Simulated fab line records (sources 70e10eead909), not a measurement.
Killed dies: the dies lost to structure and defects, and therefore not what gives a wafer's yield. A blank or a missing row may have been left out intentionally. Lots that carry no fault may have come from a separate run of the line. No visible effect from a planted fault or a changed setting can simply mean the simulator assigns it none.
Chamber matching || flow nand harc || NHARC_A_M0_ETCH_34 on rie diel-05 has 4 sister chambers
The step etches the open film in N2/H2, target depth 40 nm, overetch 12 nm, time 43.94 s. 8 wafers are shown with their chamber, then 9 later ones without.

## WAFERS WITH THEIR CHAMBER
{"wafer": "L077.3", "chamber": 2, "drypump motor current A (A)": 6.0, "rf vpp V (V)": 427}
{"wafer": "L077.4", "chamber": 2, "drypump motor current A (A)": 6.0, "rf vpp V (V)": 427}
{"wafer": "L088.1", "chamber": 3, "drypump motor current A (A)": 5.0, "rf vpp V (V)": 426}
{"wafer": "L088.4", "chamber": 1, "drypump motor current A (A)": 5.9, "rf vpp V (V)": 433}
{"wafer": "L088.5", "chamber": 0, "drypump motor current A (A)": 5.5, "rf vpp V (V)": 433}
{"wafer": "L089.1", "chamber": 0, "drypump motor current A (A)": 5.4, "rf vpp V (V)": 433}
{"wafer": "L089.2", "chamber": 3, "drypump motor current A (A)": 5.1, "rf vpp V (V)": 426}
{"wafer": "L089.3", "chamber": 1, "drypump motor current A (A)": 5.9, "rf vpp V (V)": 432}

## WAFERS WITHOUT THEIR CHAMBER
{"wafer": "L090.1", "drypump motor current A (A)": 5.4, "rf vpp V (V)": 433}
{"wafer": "L090.5", "drypump motor current A (A)": 5.5, "rf vpp V (V)": 434}
{"wafer": "L090.6", "drypump motor current A (A)": 5.1, "rf vpp V (V)": 425}
{"wafer": "L096.1", "drypump motor current A (A)": 5.5, "rf vpp V (V)": 434}
{"wafer": "L096.2", "drypump motor current A (A)": 6.0, "rf vpp V (V)": 426}
{"wafer": "L096.3", "drypump motor current A (A)": 5.0, "rf vpp V (V)": 426}
{"wafer": "L097.2", "drypump motor current A (A)": 6.0, "rf vpp V (V)": 427}
{"wafer": "L097.3", "drypump motor current A (A)": 5.0, "rf vpp V (V)": 425}
{"wafer": "L097.5", "drypump motor current A (A)": 6.0, "rf vpp V (V)": 427}

## WHICH CHAMBER EACH WENT THROUGH
{"wafer": "L090.1", "from the rows above": 0, "in truth": 0}
{"wafer": "L090.5", "from the rows above": 0, "in truth": 0}
{"wafer": "L090.6", "from the rows above": 3, "in truth": 3}
{"wafer": "L096.1", "from the rows above": 0, "in truth": 0}
{"wafer": "L096.2", "from the rows above": 2, "in truth": 2}
{"wafer": "L096.3", "from the rows above": 3, "in truth": 3}
{"wafer": "L097.2", "from the rows above": 2, "in truth": 2}
{"wafer": "L097.3", "from the rows above": 3, "in truth": 3}
{"wafer": "L097.5", "from the rows above": 2, "in truth": 2}
Correct placement for 9 of the 9. Number that these rows cannot place: 0. Placed wrongly: 0.
How it was worked out, from the rows above alone: a wafer's distance from a chamber is the root of the sum, over the readings, of the square of ((its reading less the chamber's mean) divided by the reading's scatter). The wafer belongs to the nearest chamber; if the next one is less than 2 further off, it can't be placed. Each chamber's mean is taken over the wafers shown for it. The scatter is the square root of a quotient: the sum, over the shown wafers, of each reading's squared deviation from its chamber's mean, divided by wafers minus chambers.
